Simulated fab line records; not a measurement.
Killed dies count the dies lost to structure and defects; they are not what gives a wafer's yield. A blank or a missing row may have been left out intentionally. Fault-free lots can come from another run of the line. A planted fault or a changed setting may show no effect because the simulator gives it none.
Split-lot trial | flow n5 finfet | 39 wafers read from 7 lots, route of 1938 steps

## ON THE SPLIT
At N5_FIN_CUT_CUT_ETCH_26 (etches SiNx in CH3F/O2, target depth 39 nm, time 55.7 s), the setting target depth a was moved away from the recipe's 390 angstrom on 15 of the 39 wafers read, by -45.0% to +44.3%. The other wafers ran this setting at the recipe's value.

## FROM THE SPLIT TO THE READING: what the file shows between them, 2 steps
- N5_FIN_CUT_CUT_ETCH_27: etches SiO2 in CHF3/O2, target depth 4 nm, overetch 2 nm, time 4.9 s
- N5_FIN_CUT_PRECLEAN_35: cleans in vHF, time 13.3 s

## THE READING
SOC_of_FIN_CUT_COAT_18.thk nm (the simulator's own value, which no gauge read), in nm, at N5_FIN_CUT_CUT_ETCH_15 (etches Si in HBr/Cl2/O2, target depth 100 nm, bt time 10 s, time 42.4 s). There is no usual value for it anywhere in the file. Average 170.9 nm, standard deviation 0.85 nm, over the 24 wafers here run with the recipe.

wafer  | tool, chamber at the split | target depth a as run, angstrom | against the recipe | SOC_of_FIN_CUT_COAT_18.thk nm, nm | against lot-mates on the recipe
L075.1 | rie diel-04, 1             | 390                             | recipe             | 169.4                             | -
L075.2 | rie diel-04, 0             | 215.4                           | -44.8%             | 181                               | +11.1
L075.3 | rie diel-04, 2             | 215.4                           | -44.8%             | 179.8                             | +9.9
L075.6 | rie diel-04, 2             | 215.4                           | -44.8%             | 179.8                             | +9.9
L075.4 | rie diel-04, 3             | 390                             | recipe             | 170                               | -
L075.5 | rie diel-04, 3             | 390                             | recipe             | 170.2                             | -
L077.1 | rie diel-02, 1             | 390                             | recipe             | 169.2                             | -
L077.2 | rie diel-02, 0             | 390                             | recipe             | 170.8                             | -
L077.3 | rie diel-02, 2             | 390                             | recipe             | 171.2                             | -
L077.4 | rie diel-02, 3             | 390                             | recipe             | 171.2                             | -
L077.5 | rie diel-02, 2             | 390                             | recipe             | 171                               | -
L077.6 | rie diel-02, 3             | 390                             | recipe             | 171.6                             | -
L082.1 | rie diel-02, 2             | 239.1                           | -38.7%             | 178                               | +6.1
L082.4 | rie diel-02, 0             | 239.1                           | -38.7%             | 178                               | +6.1
L082.2 | rie diel-02, 1             | 390                             | recipe             | 171                               | -
L082.3 | rie diel-02, 0             | 390                             | recipe             | 172.8                             | -
L082.5 | rie diel-02, 2             | 390                             | recipe             | 172                               | -
L082.6 | rie diel-02, 1             | 239.1                           | -38.7%             | 178.2                             | +6.3
L084.1 | rie diel-02, 0             | 390                             | recipe             | 171.4                             | -
L084.2 | rie diel-02, 3             | 390                             | recipe             | 170                               | -
L084.3 | rie diel-02, 1             | 390                             | recipe             | 170.4                             | -
L084.4 | rie diel-02, 2             | 557.9                           | +43.1%             | 163.6                             | -7.0
L084.5 | rie diel-02, 1             | 557.9                           | +43.1%             | 163.2                             | -7.4
L084.6 | rie diel-02, 2             | 557.9                           | +43.1%             | 162                               | -8.6
L086.1 | rie diel-02, 0             | 390                             | recipe             | 170.8                             | -
L086.2 | rie diel-02, 1             | 214.6                           | -45.0%             | 180                               | +8.7
L086.3 | rie diel-02, 3             | 390                             | recipe             | 172                               | -
L086.4 | rie diel-02, 3             | 214.6                           | -45.0%             | 178.6                             | +7.3
L086.5 | rie diel-02, 1             | 214.6                           | -45.0%             | 179.6                             | +8.3
L086.6 | rie diel-02, 0             | 390                             | recipe             | 171.2                             | -
L087.3 | rie diel-04, 1             | 390                             | recipe             | 170.4                             | -
L087.4 | rie diel-04, 2             | 390                             | recipe             | 171.6                             | -
L087.5 | rie diel-04, 2             | 390                             | recipe             | 171.8                             | -
L090.1 | rie diel-01, 2             | 562.8                           | +44.3%             | 162.4                             | -8.5
L090.2 | rie diel-01, 3             | 562.8                           | +44.3%             | 164.2                             | -6.7
L090.3 | rie diel-01, 0             | 390                             | recipe             | 170.2                             | -
L090.4 | rie diel-01, 1             | 390                             | recipe             | 171.8                             | -
L090.5 | rie diel-01, 0             | 390                             | recipe             | 170.6                             | -
L090.6 | rie diel-01, 1             | 562.8                           | +44.3%             | 163.6                             | -7.3

THE FIT
A straight line over all 39 wafers: SOC_of_FIN_CUT_COAT_18.thk nm changes by -0.187 nm for each +1% of target depth a; r = -0.99; the points scatter about the line by 0.84 nm.
The same after taking each lot's own level away (the mean of its wafers on the recipe; 39 wafers): -0.184 nm for each +1%; r = -0.98; scatter 0.93 nm.
That fit puts the effect of the largest move of target depth a on the reading at 8.3 nm.
Measured against the standard deviation above, the lots' own levels, which go from 169.87 to 171.93 nm, span 2.4 times it.
The two slopes agree, so the slope changes little with the lot-to-lot level.
Check: for one of the wafers moved furthest among these (-45.0%), held out of the fit, the line's prediction against its lot-mates is +8.39 nm. Against them it came out at +8.67 nm.

## THE WHOLE CHAIN: every reading that the file lists as answering this split, in the file's order
step                   | what it does                                                            | reading                                                                        | change (the file's fit)               | r (the file's)
N5_FIN_CUT_CUT_ETCH_26 | etches SiNx in CH3F/O2, target depth 39 nm, time 55.7 s                 | etch.depth nm (the simulator's own value, which no gauge read)                 | +0.391 nm for each +1% of the setting | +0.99
N5_FIN_CUT_CUT_ETCH_26 | etches SiNx in CH3F/O2, target depth 39 nm, time 55.7 s                 | SOC_of_FIN_CUT_COAT_18.thk nm (the simulator's own value, which no gauge read) | -0.189 nm for each +1% of the setting | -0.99
N5_FIN_CUT_CUT_ETCH_15 | etches Si in HBr/Cl2/O2, target depth 100 nm, bt time 10 s, time 42.4 s | SOC_of_FIN_CUT_COAT_18.thk nm (the simulator's own value, which no gauge read) | -0.185 nm for each +1% of the setting | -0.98

## THE FILE'S OWN FIT
SOC_of_FIN_CUT_COAT_18.thk nm changes by -0.185 nm for each +1% of target depth a, r = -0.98.
